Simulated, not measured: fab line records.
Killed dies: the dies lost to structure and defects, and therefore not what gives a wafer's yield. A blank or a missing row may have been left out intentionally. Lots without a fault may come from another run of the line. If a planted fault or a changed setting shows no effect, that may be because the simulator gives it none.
Chamber matching	flow n5_finfet	N5_HKMG_FIN_ALD_71 on ald_metal-02 has 4 sister chambers
The step deposits TiN, target thk 1 nm, pulse time 1 s, purge time 3 s. 8 wafers are shown with their chamber, then 7 later ones without.

== WAFERS, EACH WITH ITS CHAMBER ==
wafer	chamber	heater_power_w (W)	precursor_pulse_height_rel
L076.2	1	728	1.000
L076.5	1	740	0.986
L080.3	2	774	1.012
L081.5	2	811	1.026
L083.5	3	930	1.003
L083.6	0	913	0.979
L084.2	0	917	0.999
L084.3	3	961	1.005

== WAFERS WHOSE CHAMBER IS MISSING ==
wafer	heater_power_w (W)	precursor_pulse_height_rel
L084.4	732	1.022
L087.2	934	0.970
L087.3	794	1.006
L087.6	729	0.976
L091.2	739	1.020
L091.4	949	1.033
L091.5	788	0.977

== THE CHAMBER EACH PASSED THROUGH ==
wafer	from the rows above	in truth
L084.4	can't be placed: 1 or 2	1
L087.2	can't be placed: 0 or 3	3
L087.3	2	2
L087.6	1	1
L091.2	can't be placed: 1 or 2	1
L091.4	can't be placed: 3 or 0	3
L091.5	can't be placed: 1 or 2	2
Correctly placed: 2 of 7. Unplaceable from these rows: 5, with the true chamber sitting among the candidates in 5. Wrongly placed: 0.
How it was worked out, from the rows above alone: a wafer's distance from a chamber is the root of the sum, over the readings, of the square of ((its reading less the chamber's mean) divided by the reading's scatter). The wafer belongs to the nearest chamber; if the next one is less than 2 further off, it can't be placed. Each chamber's mean is taken over the wafers shown for it. The scatter: the root of (the sum of the squares of (reading less its chamber's mean) over the shown wafers, divided by (wafers less chambers)).
